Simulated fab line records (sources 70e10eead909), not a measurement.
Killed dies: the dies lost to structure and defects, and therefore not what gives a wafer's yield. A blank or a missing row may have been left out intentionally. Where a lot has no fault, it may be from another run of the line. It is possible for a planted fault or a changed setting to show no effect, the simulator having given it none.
Chamber matching | flow nand-harc | NHARC_P_ZERO_WELL_DESCUM_26 on rie-diel-03: 4 sister chambers
The step chemistry O2, time 3 s. 8 wafers are shown with their chamber, then 7 later ones without.

== WAFERS, EACH WITH ITS CHAMBER ==
wafer  | chamber | drypump-motor-current-A (A) | oes-product-au (a.u.)
L075.6 | 1       | 6.0                         | 1.000
L080.1 | 2       | 5.2                         | 0.987
L080.5 | 0       | 5.8                         | 0.985
L081.2 | 0       | 5.8                         | 0.982
L081.3 | 1       | 6.0                         | 1.001
L081.4 | 3       | 5.6                         | 0.994
L083.2 | 2       | 5.3                         | 0.988
L083.4 | 3       | 5.6                         | 0.991

== WAFERS WHOSE CHAMBER IS MISSING ==
wafer  | drypump-motor-current-A (A) | oes-product-au (a.u.)
L083.5 | 6.0                         | 1.009
L089.2 | 5.8                         | 0.993
L089.3 | 5.3                         | 0.975
L089.4 | 6.0                         | 1.005
L090.1 | 5.3                         | 0.975
L090.2 | 5.8                         | 0.989
L090.5 | 6.0                         | 1.000

== WHICH CHAMBER EACH ONE RAN IN ==
wafer  | from the rows above          | in truth
L083.5 | 1                            | 1
L089.2 | can't be placed: 3 or 0 or 1 | 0
L089.3 | 2                            | 2
L089.4 | 1                            | 1
L090.1 | 2                            | 2
L090.2 | 0                            | 0
L090.5 | 1                            | 1
Correct placement for 6 of the 7. These rows do not allow placing 1 (true chamber among the candidates in 1). Placed wrongly: 0.
How it was worked out, from the rows above alone: a wafer's distance from a chamber is the root of the sum, over the readings, of the square of ((its reading less the chamber's mean) divided by the reading's scatter). The wafer belongs to the nearest chamber; if the next one is less than 2 further off, it can't be placed. For every chamber, the mean is computed from those of its wafers that are shown. The scatter: the root of (the sum of the squares of (reading less its chamber's mean) over the shown wafers, divided by (wafers less chambers)).
